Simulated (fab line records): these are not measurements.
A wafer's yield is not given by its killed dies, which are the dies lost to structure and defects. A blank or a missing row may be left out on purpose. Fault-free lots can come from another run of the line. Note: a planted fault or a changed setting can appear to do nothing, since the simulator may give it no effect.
fab line records + flow n5_finfet + part 2 of 2: steps 16 to 17 of 17
[record]
- lots = 6
- wafers = 18
- last_day = 17
route steps=1938 shown GATE_CUT@486 BEOL_M4@1111 PASSIVATION@1936
lots that met no fault: taken from a fault-free run of the same line
start_h: the number of hours between the record's first day and the start of the first shown wafer of the lot + wait_h: hours elapsed since this lot's preceding step + " unchanged from the row above + L1.1+2: a row that stands for several wafers + - no value present, or no start provided + * or withheld: withheld + < > ~ a bound
route shown NAME@n: NAME is a module with steps in the file, n the number in the route of the first one + usual: mean and standard deviation over wafers with no fault + same: alike in all rows + chamber/n: place in a boat + sites: the reading at each site + _std_site: the values' standard deviation + _edge_site: outer sites' mean less inner sites' + radius_mm: for every site, how far away it sits from the centre of the wafer + mask NAME#n: copy n + behind: the last tool/chamber to shape the wafer + hold: the reason the lot was held/the length of the hold in hours/how it ended + device: names the non-switching transistor (n, p or np) + end of line: the tests these same wafers got at the end of their route + a step given without rows: its recipe and nothing more + killed: the dies lost at the first sort to structure and to defects; this is not the yield of the wafer + map: the dies of a wafer, with x for killed, . for not killed, _ for no die there
set.NAME: the run value of the setting; set.NAME@STEP: its run value at that earlier step + model.NAME: the simulator's own value behind a step, which no gauge read
lots at selected steps of the route; one table per step, one row per wafer
services: a tool's chamber out of use, with start hour (start_h, from the record's first day; less than 0 if before it), hours out, and reason
[[steps]]
[step N5_BEOL_M4_RC_MEAS_101]
[usual]
- DIBL_N = 37.1/2.4
- DIBL_P = 37/3
- IOFF_N = 0.18/0.053
- IOFF_P = 0.21/0.05
- ION_N = 674/14
- ION_P = 459/9.2
- SS_N = 72.1/0.9
- SS_P = 73.4/0.89
- VT_N = 250/3.8
- VT_P = -251/3.7
| lot.wafer | tool      | chamber | start_h | wait_h | DIBL_N[mV/V] | DIBL_P[mV/V] | IOFF_N[nA/um] | IOFF_P[nA/um] | ION_N[uA/um] | ION_P[uA/um] | SS_N[mV/dec] | SS_P[mV/dec] | VT_N[mV] | VT_P[mV] |
|-----------|-----------|---------|---------|--------|--------------|--------------|---------------|---------------|--------------|--------------|--------------|--------------|----------|----------|
| L771.2    | prober-02 | 0       | 179.91  | 0.2    | 37.4         | 38           | 0.19          | 0.22          | 691          | 465          | 72.1         | 73.9         | 249      | -254     |
| L771.3    | "         | 0       | "       | "      | 37.5         | 37           | 0.17          | 0.20          | 665          | 455          | 72.8         | 73.7         | 253      | -256     |
| L771.6    | "         | 0       | "       | "      | 41.8         | 42           | 0.30          | 0.30          | 695          | 468          | 74.1         | 74.8         | 245      | -249     |
| L772.1    | prober-01 | 0       | 182.67  | 0.0    | 36.8         | 36           | 0.16          | 0.22          | 678          | 461          | 72.7         | 73.6         | 252      | -251     |
| L772.2    | "         | 0       | "       | "      | 40.1         | 36           | 0.30          | 0.23          | 662          | 457          | 75.4         | 72.7         | 248      | -248     |
| L772.5    | "         | 0       | "       | "      | 36.4         | 38           | 0.15          | 0.23          | 674          | 466          | 71.4         | 73.4         | 253      | -247     |
| L773.1    | prober-02 | 0       | 200.22  | 0.0    | 36.9         | 37           | 0.16          | 0.23          | 679          | 464          | 71.0         | 73.8         | 253      | -248     |
| L773.4    | "         | 0       | "       | "      | 33.9         | 33           | 0.12          | 0.19          | 659          | 458          | 70.7         | 72.5         | 255      | -251     |
| L773.6    | "         | 0       | "       | "      | 36.2         | 36           | 0.15          | 0.21          | 664          | 457          | 72.4         | 73.2         | 252      | -252     |
| L785.2    | prober-02 | 0       | 265.53  | 0.2    | 38.1         | 40           | 0.20          | 0.25          | 684          | 468          | 71.8         | 74.4         | 246      | -250     |
| L785.5    | "         | 0       | "       | "      | 36.1         | 37           | 0.15          | 0.20          | 695          | 473          | 71.1         | 73.2         | 248      | -252     |
| L785.6    | "         | 0       | "       | "      | 36.2         | 37           | 0.16          | 0.20          | 673          | 457          | 72.0         | 73.1         | 248      | -251     |
| L788.1    | prober-02 | 0       | 282.45  | 0.0    | 36.1         | 37           | 0.17          | 0.24          | 683          | 474          | 71.3         | 73.0         | 246      | -247     |
| L788.3    | "         | 0       | "       | "      | 35.6         | 33           | 0.14          | 0.18          | 670          | 452          | 71.2         | 72.0         | 253      | -251     |
| L788.6    | "         | 0       | "       | "      | 36.8         | 37           | 0.18          | 0.24          | 683          | 471          | 72.2         | 73.0         | 248      | -247     |
| L790.3    | prober-02 | 0       | 285.62  | 0.3    | 40.4         | 43           | 0.25          | 0.29          | 687          | 464          | 72.8         | 73.9         | 246      | -246     |
| L790.4    | "         | 0       | "       | "      | 37.4         | 39           | 0.19          | 0.22          | 671          | 460          | 71.9         | 73.5         | 250      | -250     |
| L790.5    | "         | 0       | "       | "      | 37.1         | 39           | 0.18          | 0.21          | 682          | 463          | 71.5         | 73.3         | 249      | -251     |
[step N5_PASSIVATION_PROBE_49]
[usual]
- defect_limited_yield = 91.6/1.4
- killed_at_M0_to_M3 = 32/9.5
- killed_at_M4_up = 13/6
- killed_at_contacts = 12/5.6
- killed_at_front_end = 39/11
- killed_at_other = 2.8/2.3
- killed_dies = 99/16
- killed_on_rim = 12/3.4
- killed_open = 65/12
- killed_short = 32/7.6
- sort_bin_4_leakage = 0.1/0.88
- sort_bin_5_function = 4.8/0.88
- sort_bin_6_memory = 3.2/0.65
- sort_n_pass = 1077/29
- sort_yield_pct = 91.2/2.5
[same]
- gross_dies = 1180
- killed_at_back_side = 0
- sort_bin_8_speed[%] = 0
| lot.wafer | tool      | chamber | start_h | wait_h | defect_limited_yield[%] | killed_at_M0_to_M3 | killed_at_M4_up | killed_at_contacts | killed_at_front_end | killed_at_other | killed_dies | killed_on_rim | killed_open | killed_short | sort_bin_4_leakage[%] | sort_bin_5_function[%] | sort_bin_6_memory[%] | sort_n_pass | sort_yield_pct[%] |
|-----------|-----------|---------|---------|--------|-------------------------|--------------------|-----------------|--------------------|---------------------|-----------------|-------------|---------------|-------------|--------------|-----------------------|------------------------|----------------------|-------------|-------------------|
| L772.1    | prober-01 | -       | 286.97  | 0.0    | 91.2                    | 35                 | 11              | 16                 | 42                  | 0               | 104         | 9             | 76          | 28           | 0                     | 4.9                    | 3.6                  | 1076        | 91.2              |
| L772.2    | prober-01 | -       | 287.02  | 0.1    | 91.5                    | 19                 | 7               | 5                  | 67                  | 2               | 100         | 10            | 66          | 33           | 0                     | 5.4                    | 2.7                  | 1080        | 91.5              |
| L772.5    | prober-01 | -       | 287.17  | 0.2    | 92.5                    | 23                 | 19              | 8                  | 39                  | 0               | 89          | 11            | 63          | 25           | 0                     | 4.6                    | 2.7                  | 1091        | 92.5              |
| L773.1    | prober-02 | -       | 318.16  | 0.0    | 93.6                    | 30                 | 14              | 3                  | 28                  | 0               | 75          | 11            | 51          | 24           | 0                     | 3.7                    | 2.6                  | 1105        | 93.6              |
| L773.4    | prober-02 | -       | 318.31  | 0.2    | 90.6                    | 27                 | 21              | 16                 | 47                  | 0               | 111         | 12            | 74          | 37           | 0                     | 5.8                    | 3.3                  | 1069        | 90.6              |
| L773.6    | prober-02 | -       | 318.41  | 0.3    | 90.9                    | 42                 | 24              | 5                  | 35                  | 1               | 107         | 12            | 74          | 33           | 0                     | 6.0                    | 2.8                  | 1073        | 90.9              |
| L785.2    | prober-01 | -       | 375.47  | 0.6    | 92.6                    | 23                 | 13              | 10                 | 35                  | 6               | 87          | 10            | 54          | 29           | 0                     | 4.2                    | 2.6                  | 1093        | 92.6              |
| L785.5    | prober-01 | -       | 375.62  | 0.8    | 89.4                    | 40                 | 8               | 30                 | 45                  | 2               | 125         | 13            | 79          | 41           | 0                     | 7.1                    | 3.4                  | 1055        | 89.4              |
| L785.6    | prober-01 | -       | 375.67  | 0.8    | 92.3                    | 13                 | 9               | 21                 | 43                  | 5               | 91          | 13            | 61          | 27           | 0                     | 4.9                    | 2.6                  | 1089        | 92.3              |
| L788.1    | prober-02 | -       | 397.30  | 0.6    | 92.8                    | 35                 | 2               | 12                 | 35                  | 1               | 85          | 12            | 52          | 30           | 0                     | 4.3                    | 2.7                  | 1095        | 92.8              |
| L788.3    | prober-02 | -       | 397.40  | 0.7    | 91.0                    | 44                 | 12              | 13                 | 37                  | 0               | 106         | 10            | 69          | 30           | 0                     | 4.5                    | 3.7                  | 1074        | 91.0              |
| L788.6    | prober-02 | -       | 397.55  | 0.9    | 91.8                    | 30                 | 11              | 8                  | 47                  | 1               | 97          | 10            | 52          | 35           | 0                     | 4.7                    | 2.3                  | 1083        | 91.8              |
// killed by level:class
L772.1 MOL_CONTACT_COAG:geometric_particle:open=13 FIN_SAQP:geometric_particle:short=9 FIN_SAQP:geometric_particle:open=8 STI_FIN_REVEAL:geometric_particle:open=8 BEOL_M3:geometric_particle:open=8 BEOL_M0_SAQP:geometric_particle:open=7 BEOL_M1:geometric_particle:open=6 BEOL_M2:geometric_particle:open=6
L772.2 STI_FIN_REVEAL:geometric_particle:open=17 FIN_SAQP:geometric_particle:short=15 FIN_SAQP:geometric_particle:open=11 DUMMY_GATE:geometric_particle:open=7 MOL_CONTACT_COAG:geometric_particle:open=5 BEOL_M1:geometric_particle:open=4 BEOL_M3:geometric_particle:open=4 STARTING-WAFER:geometric_particle:short=4
L772.5 FIN_SAQP:geometric_particle:open=11 BEOL_M3:geometric_particle:open=8 FIN_SAQP:geometric_particle:short=7 BEOL_M4:geometric_particle:open=7 STI_FIN_REVEAL:geometric_particle:open=6 MOL_CONTACT_COAG:geometric_particle:open=6 STARTING-WAFER:geometric_particle:open=5 BEOL_M0_SAQP:geometric_particle:short=4
L773.1 BEOL_M2:geometric_particle:open=10 BEOL_M3:geometric_particle:open=9 GATE_CUT:geometric_particle:short=7 BEOL_M4:geometric_particle:open=5 BEOL_M4:geometric_particle:short=5 DUMMY_GATE:geometric_particle:open=4 STARTING-WAFER:geometric_particle:open=4 FIN_SAQP:geometric_particle:open=3
L773.4 MOL_CONTACT_COAG:geometric_particle:open=15 FIN_SAQP:geometric_particle:open=9 BEOL_M2:geometric_particle:open=9 FIN_SAQP:geometric_particle:short=8 BEOL_M3:geometric_particle:open=8 GATE_CUT:geometric_particle:short=6 BEOL_M4:geometric_particle:open=6 STI_FIN_REVEAL:geometric_particle:open=5
L773.6 BEOL_M3:geometric_particle:open=14 FIN_SAQP:geometric_particle:short=10 BEOL_M4:geometric_particle:short=8 BEOL_M2:geometric_particle:open=7 BEOL_M4:geometric_particle:open=7 STI_FIN_REVEAL:geometric_particle:open=6 DUMMY_GATE:geometric_particle:open=6 BEOL_M0:geometric_particle:open=6
L785.2 MOL_CONTACT_COAG:geometric_particle:open=9 BEOL_M4:geometric_particle:open=6 GATE_CUT:geometric_particle:open=5 BEOL_M0_SAQP:geometric_particle:short=5 BEOL_M2:geometric_particle:open=5 BEOL_M3:geometric_particle:open=5 STARTING-WAFER:geometric_particle:open=5 STI_FIN_REVEAL:geometric_particle:open=4
L785.5 MOL_CONTACT_COAG:geometric_particle:open=20 BEOL_M0_SAQP:geometric_particle:open=10 MOL_CONTACT_COAG:geometric_particle:short=10 FIN_SAQP:geometric_particle:open=9 BEOL_M2:geometric_particle:open=9 FIN_SAQP:geometric_particle:short=7 STI_FIN_REVEAL:geometric_particle:open=7 BEOL_M0_SAQP:geometric_particle:short=7
L785.6 MOL_CONTACT_COAG:geometric_particle:open=19 FIN_SAQP:geometric_particle:open=10 FIN_SAQP:geometric_particle:short=7 BEOL_M4:geometric_particle:open=6 STI_FIN_REVEAL:geometric_particle:open=4 STARTING-WAFER:geometric_particle:open=4 BEOL_M0_SAQP:geometric_particle:short=3 GATE_CUT:geometric_particle:short=3
L788.1 BEOL_M2:geometric_particle:open=10 MOL_CONTACT_COAG:geometric_particle:open=8 FIN_SAQP:geometric_particle:short=7 BEOL_M0_SAQP:geometric_particle:open=7 BEOL_M1:geometric_particle:open=7 GATE_CUT:geometric_particle:short=6 DUMMY_GATE:geometric_particle:open=5 MOL_CONTACT_COAG:geometric_particle:short=4
L788.3 BEOL_M0_SAQP:geometric_particle:open=13 MOL_CONTACT_COAG:geometric_particle:open=11 BEOL_M2:geometric_particle:open=9 FIN_SAQP:geometric_particle:short=7 BEOL_M0_SAQP:geometric_particle:short=7 BEOL_M1:geometric_particle:open=7 FIN_SAQP:geometric_particle:open=5 STI_FIN_REVEAL:geometric_particle:open=5
L788.6 FIN_SAQP:geometric_particle:open=12 BEOL_M2:geometric_particle:open=10 FIN_SAQP:geometric_particle:short=8 BEOL_M0_SAQP:geometric_particle:short=7 HKMG_FIN:area_etch=7 STI_FIN_REVEAL:geometric_particle:open=6 MOL_CONTACT_COAG:geometric_particle:open=5 BEOL_M0_SAQP:geometric_particle:open=4
[[services]]
| tool         | chamber | start_h | hours | kind           |
|--------------|---------|---------|-------|----------------|
| rie_diel-04  | 3       | 63.58   | 3.9   | repair         |
| rie_metal-01 | 1       | 70.26   | -     | clean          |
| rie_metal-01 | 1       | 70.26   | 17.9  | scheduled_down |
| rie_metal-01 | 1       | 70.26   | 17.9  | vent_cycle     |
| rie_metal-02 | -       | 87.42   | 14.6  | pm             |
| rie_metal-01 | 0       | 88.69   | -     | clean          |
| rie_metal-01 | 0       | 88.69   | 12.3  | scheduled_down |
| rie_metal-01 | 0       | 88.69   | 12.3  | vent_cycle     |
| rie_metal-02 | -       | 142.52  | 0.3   | repair         |
| rie_metal-02 | 1       | 144.09  | -     | clean          |
| rie_metal-02 | 1       | 144.09  | 29.1  | scheduled_down |
| rie_metal-02 | 1       | 144.09  | 29.1  | vent_cycle     |
| rie_diel-04  | -       | 146.76  | 2.8   | pm             |
| rie_diel-04  | 2       | 163.49  | 3.9   | repair         |
